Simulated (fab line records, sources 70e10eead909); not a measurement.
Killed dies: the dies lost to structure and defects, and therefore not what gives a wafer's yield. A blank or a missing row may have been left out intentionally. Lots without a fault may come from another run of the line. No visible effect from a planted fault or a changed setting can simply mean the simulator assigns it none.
One fault through the eyes of 2 desks || flow nand-harc || every desk sees just its own numbers, and what lay behind them comes last

AT THE TOOL OWNER'S DESK: arfi-scanner-03
The tool's own readings at NHARC_A_CONTACT_EXPOSE_05 (exposes mask A CC): means of the sampled wafers that have a number, for each lot that ran on this tool. If a lot's mean is further than 4 standard deviations from the usual mean, the lot is out of limits and carries the mark OUT (the distance appears in the brackets).
Columns: A = exposure-dose-mJ-cm2 at NHARC_A_CONTACT_EXPOSE_05, usual 84.19
{"lot": "L748", "first seen here": "day 17 12:07", "A": 84.24}
{"lot": "L752", "first seen here": "day 18 09:47", "A": 84.18}
{"lot": "L753", "first seen here": "day 18 22:49", "A": 84.28}
{"lot": "L756", "first seen here": "day 19 15:05", "A": 84.17}
{"lot": "L758", "first seen here": "day 20 15:43", "A": "110.19 (+99 or more) OUT"}
{"lot": "L763", "first seen here": "day 21 13:49", "A": "105.02 (+99 or more) OUT"}
Finding of this desk: L758, L763 out of limits; the first was L758 at day 20 15:43, on exposure-dose-mJ-cm2 at NHARC_A_CONTACT_EXPOSE_05. In limits: L748, L752, L753, L756.

METROLOGY DESK
Means of the sampled wafers that have a number, per lot and without regard to the tool the lot ran on: this is what the gauges read. If a lot's mean is further than 4 standard deviations from the usual mean, the lot is out of limits and carries the mark OUT (the distance appears in the brackets).
Columns: A = cd-nm at NHARC_A_CONTACT_CD_MEAS_08, usual 99.9 nm; B = overlay-x-nm at NHARC_A_CONTACT_OVL_MEAS_09, usual 0.0 nm; C = overlay-y-nm at NHARC_A_CONTACT_OVL_MEAS_09, usual -0.2 nm
{"lot": "L749", "first seen here": "day 17 09:37", "A": 100.3, "B": -1.5, "C": -0.5}
{"lot": "L748", "first seen here": "day 17 12:16", "A": 101.3, "B": -0.5, "C": -1.3}
{"lot": "L745", "first seen here": "day 17 13:09", "A": 99.6, "B": 0.7, "C": -0.4}
{"lot": "L750", "first seen here": "day 17 15:20", "A": 99.3, "B": -1.0, "C": 0.9}
{"lot": "L752", "first seen here": "day 18 09:55", "A": 100.7, "B": 0.1, "C": -1.9}
{"lot": "L753", "first seen here": "day 18 22:56", "A": 99.0, "B": -1.5, "C": -0.8}
{"lot": "L756", "first seen here": "day 19 15:14", "A": 100.3, "B": 1.1, "C": -0.6}
{"lot": "L755", "first seen here": "day 19 16:30", "A": 100.1, "B": 0.3, "C": 0.7}
{"lot": "L759", "first seen here": "day 20 09:30", "A": 100.2, "B": -0.4, "C": 1.0}
{"lot": "L758", "first seen here": "day 20 15:51", "A": "120.7 (+32) OUT", "B": 1.0, "C": 0.1}
{"lot": "L763", "first seen here": "day 21 13:56", "A": "117.4 (+26) OUT", "B": -0.0, "C": 0.5}
{"lot": "L767", "first seen here": "day 22 05:01", "A": 100.0, "B": 1.1, "C": -1.3}
Finding of this desk: L758, L763 out of limits; the first was L758 at day 20 15:51, on cd-nm at NHARC_A_CONTACT_CD_MEAS_08. In limits: L749, L748, L745, L750, L752, L753, L756, L755, L759, L767.

PUT TOGETHER
The tool owner's desk could have raised an alarm at day 20 15:43, on L758, L763.
The metrology desk could have raised an alarm at day 20 15:51, on L758, L763.
All the named lots went through NHARC_A_CONTACT_EXPOSE_05 on arfi-scanner-03.

WHAT HAD BEEN PUT IN BY THE SIMULATOR
Process parameters drifting: arfi-scanner-03 at NHARC_A_CONTACT_EXPOSE_05, beginning at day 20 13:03. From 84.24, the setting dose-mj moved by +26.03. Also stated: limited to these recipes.
Struck lots among those shown: L758, L763.
Fault start to first reading out of limits, in hours, per desk: tool owner, 3; metrology, 3.
